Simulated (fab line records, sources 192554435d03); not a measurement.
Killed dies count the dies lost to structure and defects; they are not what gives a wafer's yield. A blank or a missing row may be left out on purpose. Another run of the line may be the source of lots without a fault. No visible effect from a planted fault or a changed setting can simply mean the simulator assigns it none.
Matching of chambers ; flow n5_finfet ; N5_BEOL_M14_ETCH_59 on rie_diel-03: 4 sister chambers
The step etches BARC in N2/H2, target depth 89 nm, overetch 26.7 nm, time 67.9 s. 16 wafers are shown with their chamber, then 8 later ones without.

EACH WAFER AND ITS CHAMBER
wafer;chamber;drypump_motor_current_A (A);showerhead_plenum_p_Torr (Torr);throttle_valve_pct (%)
L082.1;1;5.9;2.58;17.39
L082.4;2;5.9;2.71;17.80
L082.5;1;5.9;2.58;17.40
L081.1;3;5.8;2.56;18.18
L081.3;2;5.8;2.71;17.81
L081.6;0;5.2;2.42;18.06
L084.2;3;5.8;2.55;18.20
L084.5;3;5.8;2.55;18.18
L084.6;0;5.2;2.42;18.10
L089.1;0;5.2;2.41;18.10
L089.3;2;5.8;2.70;17.85
L089.5;0;5.2;2.41;18.12
L088.1;1;5.9;2.57;17.44
L088.2;3;5.8;2.55;18.22
L088.3;0;5.2;2.41;18.11
L087.3;3;5.8;2.55;18.21

SIGNATURES (averages over the wafers above)
reading;chamber 0;chamber 1;chamber 2;chamber 3;scatter within a chamber
drypump_motor_current_A;5.200;5.900;5.833;5.800;0.0236
showerhead_plenum_p_Torr;2.4140;2.5767;2.7067;2.5520;0.00527
throttle_valve_pct;18.0980;17.4100;17.8200;18.1980;0.0227
Rule: a wafer's distance from a chamber is the root of the sum, over the readings, of the square of ((its reading less the chamber's mean) divided by the reading's scatter). If the next closest chamber is less than 2 further off than the closest, the wafer can't be placed; otherwise it belongs to the closest. The scatter: take each reading less its chamber's mean, square it, sum over the shown wafers, divide by the number of wafers less the number of chambers, and take the root.

WAFERS MISSING THEIR CHAMBER
wafer;drypump_motor_current_A (A);showerhead_plenum_p_Torr (Torr);throttle_valve_pct (%)
L087.4;5.9;2.57;17.45
L087.5;5.8;2.70;17.84
L090.1;5.8;2.70;17.85
L090.2;5.8;2.55;18.22
L090.6;5.8;2.55;18.21
L092.2;5.9;2.69;17.88
L092.4;5.2;2.73;17.65
L092.6;5.9;2.69;17.88

WHICH CHAMBER EACH WENT THROUGH
wafer;from the rows above;in truth
L087.4;1;1
L087.5;2;2
L090.1;2;2
L090.2;3;3
L090.6;3;3
L092.2;2;2
L092.4;2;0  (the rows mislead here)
L092.6;2;2
7 of 8 placed correctly. Number that these rows cannot place: 0. Number placed wrongly: 1.
